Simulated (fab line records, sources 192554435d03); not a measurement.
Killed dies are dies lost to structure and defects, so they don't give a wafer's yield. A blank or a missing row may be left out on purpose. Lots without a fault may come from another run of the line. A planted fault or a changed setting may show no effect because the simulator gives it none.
Split-lot experiment | flow n5_finfet | 7 lots, 39 wafers read, on a route of 1938 steps

THE SPLIT
At N5_BEOL_M8_DEVELOP_10 (develop time 30 s), the setting develop_time_s was moved away from the recipe's 30 s on 15 of the 39 wafers read, by -53.8% to +49.5%. The other wafers ran this setting at the recipe's value.

FROM THE SPLIT TO THE READING: what the file shows between them, 13 steps
- N5_BEOL_M8_CD_MEAS_11: target cd 38.5 nm
- N5_BEOL_M8_DESCUM_16: chemistry O2, time 7.9 s
- N5_BEOL_M8_ETCH_61: etches SiARC in CF4, target depth 45.5 nm, time 75.8 s
- N5_BEOL_M8_ETCH_62: etches SOC in N2/H2, target depth 110 nm, overetch 22 nm, time 165 s
- N5_BEOL_M8_STRIP_68: strips in N2/H2
- N5_BEOL_M8_STRIP_67: strips in CF4
- N5_BEOL_M8_HM_OPEN_17: chemistry Cl2/BCl3, target TiN, target depth 20 nm, overetch 6 nm
- N5_BEOL_M8_STRIP_19: strips in O2
- N5_BEOL_M8_CD_MEAS_18: pitch 80 nm, target cd 40 nm
- N5_BEOL_M8_COAT_63: time 60 s, resist thk 60 nm
- N5_BEOL_M8_COAT_64: time 60 s, resist thk 12 nm
- N5_BEOL_M8_PRECLEAN_42: cleans in residue remover, time 60 s
- N5_BEOL_M8_SRD_43: time 30 s

THE READING
cd_nm, in nm, at N5_BEOL_M8_CD_MEAS_35 (target cd 40 nm). Fault-free wafers of this fab line usually give 39.9 nm, standard deviation 0.43 nm.

wafer  | tool, chamber at the split | develop_time_s as run, s | against the recipe | cd_nm, nm | against lot-mates on the recipe
L081.1 | litho_track-02, 0          | 15.11                    | -49.6%             | 37.1      | -2.6
L081.2 | litho_track-02, 0          | 30                       | recipe             | 39.7      | -
L081.3 | litho_track-02, 0          | 15.11                    | -49.6%             | 36.1      | -3.6
L081.4 | litho_track-02, 0          | 30                       | recipe             | 39.6      | -
L081.5 | litho_track-02, 0          | 15.11                    | -49.6%             | 37.0      | -2.7
L081.6 | litho_track-02, 0          | 30                       | recipe             | 39.7      | -
L084.4 | litho_track-04, 0          | 30                       | recipe             | 39.9      | -
L084.5 | litho_track-04, 0          | 30                       | recipe             | 40.6      | -
L084.6 | litho_track-04, 0          | 30                       | recipe             | 39.8      | -
L085.1 | litho_track-03, 0          | 44.85                    | +49.5%             | 41.1      | +1.5
L085.2 | litho_track-03, 0          | 44.85                    | +49.5%             | 41.3      | +1.7
L085.3 | litho_track-03, 0          | 30                       | recipe             | 39.3      | -
L085.4 | litho_track-03, 0          | 30                       | recipe             | 39.5      | -
L085.5 | litho_track-03, 0          | 30                       | recipe             | 40.0      | -
L085.6 | litho_track-03, 0          | 44.85                    | +49.5%             | 41.7      | +2.1
L091.1 | litho_track-02, 0          | 30                       | recipe             | 40.1      | -
L091.2 | litho_track-02, 0          | 30                       | recipe             | 40.2      | -
L091.3 | litho_track-02, 0          | 30                       | recipe             | 39.6      | -
L091.4 | litho_track-02, 0          | 30                       | recipe             | 39.9      | -
L091.5 | litho_track-02, 0          | 30                       | recipe             | 39.7      | -
L091.6 | litho_track-02, 0          | 30                       | recipe             | 39.8      | -
L090.1 | litho_track-02, 0          | 30                       | recipe             | 39.2      | -
L090.2 | litho_track-02, 0          | 30                       | recipe             | 39.8      | -
L090.3 | litho_track-02, 0          | 30                       | recipe             | 40.2      | -
L090.4 | litho_track-02, 0          | 43.47                    | +44.9%             | 42.0      | +2.3
L090.5 | litho_track-02, 0          | 43.47                    | +44.9%             | 41.3      | +1.6
L090.6 | litho_track-02, 0          | 43.47                    | +44.9%             | 40.7      | +1.0
L096.1 | litho_track-04, 0          | 13.85                    | -53.8%             | 37.2      | -2.8
L096.2 | litho_track-04, 0          | 13.85                    | -53.8%             | 36.0      | -4.0
L096.3 | litho_track-04, 0          | 30                       | recipe             | 40.1      | -
L096.4 | litho_track-04, 0          | 30                       | recipe             | 39.8      | -
L096.5 | litho_track-04, 0          | 13.85                    | -53.8%             | 36.6      | -3.4
L096.6 | litho_track-04, 0          | 30                       | recipe             | 40.0      | -
L097.1 | litho_track-02, 0          | 30                       | recipe             | 39.3      | -
L097.2 | litho_track-02, 0          | 30                       | recipe             | 40.4      | -
L097.3 | litho_track-02, 0          | 30                       | recipe             | 40.1      | -
L097.4 | litho_track-02, 0          | 36.3                     | +21.0%             | 40.1      | +0.2
L097.5 | litho_track-02, 0          | 36.3                     | +21.0%             | 40.3      | +0.4
L097.6 | litho_track-02, 0          | 36.3                     | +21.0%             | 40.9      | +1.0

THE FIT
A straight line over all 39 wafers: cd_nm changes by +0.0474 nm for each +1% of develop_time_s; r = +0.94; the points scatter about the line by 0.51 nm.
The same after taking each lot's own level away (the mean of its wafers on the recipe; 39 wafers): +0.0486 nm for each +1%; r = +0.95; scatter 0.47 nm.
On that fit, the largest move of develop_time_s shifts the reading by 2.6 nm.
The lots' own levels span 39.60 to 40.10 nm, that is 1.2 times the standard deviation above.
So the lot-to-lot level changes the slope little: the two slopes agree.
Check: with one of the wafers moved furthest among these (-53.8%) left out of the fit, the line predicts -2.86 nm for it against its lot-mates. It came out at -2.77 nm against them.

OTHER SPLITS ON THESE WAFERS
These wafers also went through other splits before the reading. Each is held against what the fit with the lots' levels taken away leaves over:
other split on the same wafers         | wafers away from the commonest value | r with cd_nm (lot level and that fit taken away)
N5_MOL_CONTACT_COAG_ALD_123 ald_cycles | 6                                    | -0.12
N5_BEOL_M1_PECVD_72 time_s             | 15                                   | +0.12

THE WHOLE CHAIN: every reading that the file lists as answering this split, in the file's order
step                  | what it does                                                      | reading                                                               | change (the file's fit)                | r (the file's)
N5_BEOL_M8_CD_MEAS_11 | target cd 38.5 nm                                                 | cd_nm                                                                 | +0.047 nm for each +1% of the setting  | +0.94
N5_BEOL_M8_ETCH_61    | etches SiARC in CF4, target depth 45.5 nm, time 75.8 s            | BEOL_M8.cd_offset_nm (the simulator's own value, which no gauge read) | +0.0457 nm for each +1% of the setting | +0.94
N5_BEOL_M8_HM_OPEN_17 | chemistry Cl2/BCl3, target TiN, target depth 20 nm, overetch 6 nm | BEOL_M8.cd_offset_nm (the simulator's own value, which no gauge read) | +0.0468 nm for each +1% of the setting | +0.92
N5_BEOL_M8_CD_MEAS_18 | pitch 80 nm, target cd 40 nm                                      | cd_nm                                                                 | +0.0457 nm for each +1% of the setting | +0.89
N5_BEOL_M8_CD_MEAS_35 | target cd 40 nm                                                   | cd_nm                                                                 | +0.0479 nm for each +1% of the setting | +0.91

THE FILE'S OWN FIT
cd_nm changes by +0.0479 nm for each +1% of develop_time_s, r = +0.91.
